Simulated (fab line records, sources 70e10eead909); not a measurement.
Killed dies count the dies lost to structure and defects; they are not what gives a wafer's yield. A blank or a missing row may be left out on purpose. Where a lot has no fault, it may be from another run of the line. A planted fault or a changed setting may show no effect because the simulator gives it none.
Which of the tools did it?	flow nand harc	11 lots with 33 wafers sampled at 5 steps, on a route of 1302 steps

== WHAT THE GAUGES READ, wafer by wafer ==
NHARC_END_SORT_01.
lot	measured	on	killed at array
L443	day 28 11:28	prober-02	70 60 47

== WHAT TOOL EACH LOT RAN ON (gives the tool, then ch and the chambers of the sampled wafers, and finally the start) ==
lot	NHARC_A_CHANNEL_HOLE_D2_ETCH_39	NHARC_A_CHANNEL_HOLE_D2_ETCH_23	NHARC_A_CHANNEL_FILL_D2_ALD_03	NHARC_A_CHANNEL_FILL_D2_STRIP_28
L434	rie diel-03 ch 0,3, day 13 00:57 or earlier	har etch-02 ch 0,1, day 13 00:57	ald sin batch-01 ch 0, day 13 08:38	rie diel-05 ch 0,2,3, day 14 06:29
L436	rie diel-03 ch 0,1,3, day 14 02:11 or earlier	har etch-02 ch 0, day 14 02:11	ald sin batch-01 ch 0, day 14 09:58	rie diel-08 ch 1,2, day 15 06:59
L438	rie diel-03 ch 1,3, day 14 20:52 or earlier	har etch-02 ch 1, day 14 20:52	ald sin batch-02 ch 0, day 15 05:08	rie diel-05 ch 0,3, day 16 01:58
L437	rie diel-04 ch 0,1,3, day 14 21:43 or earlier	har etch-01 ch 0,1, day 14 21:43	ald sin batch-02 ch 0, day 15 05:08	rie diel-08 ch 0,1, day 16 01:58
L439	rie diel-01 ch 0,2, day 15 01:47 or earlier	har etch-01 ch 0,1, day 15 01:47	ald sin batch-02 ch 0, day 15 09:40	rie diel-05 ch 0,1,2, day 16 06:39
L440	rie diel-01 ch 1,2, day 15 18:01 or earlier	har etch-02 ch 0,1, day 15 18:01	ald sin batch-01 ch 0, day 16 01:35	rie diel-08 ch 0,3, day 16 22:05
L443	rie diel-03 ch 0,3, day 17 11:47 or earlier	har etch-01 ch 0,1, day 17 11:47	ald sin batch-02 ch 0, day 17 19:20	rie diel-13 ch 0,1, day 18 17:18
L454	rie diel-01 ch 0,2,3, day 21 12:10 or earlier	har etch-01 ch 0,1, day 21 12:10	ald sin batch-01 ch 0, day 21 20:22	rie diel-08 ch 1,2,3, day 22 17:55
L456	rie diel-04 ch 0,1,3, day 22 01:37 or earlier	har etch-01 ch 0,1, day 22 01:37	ald sin batch-02 ch 0, day 22 09:23	rie diel-05 ch 0,1,3, day 23 07:23
L455	rie diel-01 ch 1,3, day 22 02:31 or earlier	har etch-02 ch 0,1, day 22 02:31	ald sin batch-02 ch 0, day 22 09:23	rie diel-13 ch 0,1,3, day 23 07:25
L457	rie diel-03 ch 0,1,3, day 23 02:37 or earlier	har etch-01 ch 0,1, day 23 02:37	ald sin batch-01 ch 0, day 23 10:52	rie diel-05 ch 1,2,3, day 24 07:53
- NHARC_A_CHANNEL_HOLE_D2_ETCH_39: etches the open film in N2/H2, target depth 260 nm, time 325 s.
- NHARC_A_CHANNEL_HOLE_D2_ETCH_23: etches the open film in C4F8/O2/Ar, time 819 s, target depth 1600 nm.
- NHARC_A_CHANNEL_FILL_D2_ALD_03: deposits SiNx, target thk 6 nm, pulse time 60 s, ald cycles 58.
- NHARC_A_CHANNEL_FILL_D2_STRIP_28: strips in O2, time 20 s.

== THE ANSWER, worked out from the rows above alone ==
Rule: what is usual is taken from the lots themselves. The widest of any qualifying gaps counts: lots, ordered by their means at a reading, are off when they make up no more than a third of the lots, leave a main group of 4 or more, and stand apart from it by 3 or more times the standard deviation of that group's means. Not used: any main group whose means are identical at the precision the tables above print for the reading. Also off: a lot with no number at a reading for which 4 or more lots have one. The other lots that the step has rows for count as sound.
None of the lots is off at any reading shown; this tells nothing.

== WHAT THE SIMULATOR HAD PUT IN ==
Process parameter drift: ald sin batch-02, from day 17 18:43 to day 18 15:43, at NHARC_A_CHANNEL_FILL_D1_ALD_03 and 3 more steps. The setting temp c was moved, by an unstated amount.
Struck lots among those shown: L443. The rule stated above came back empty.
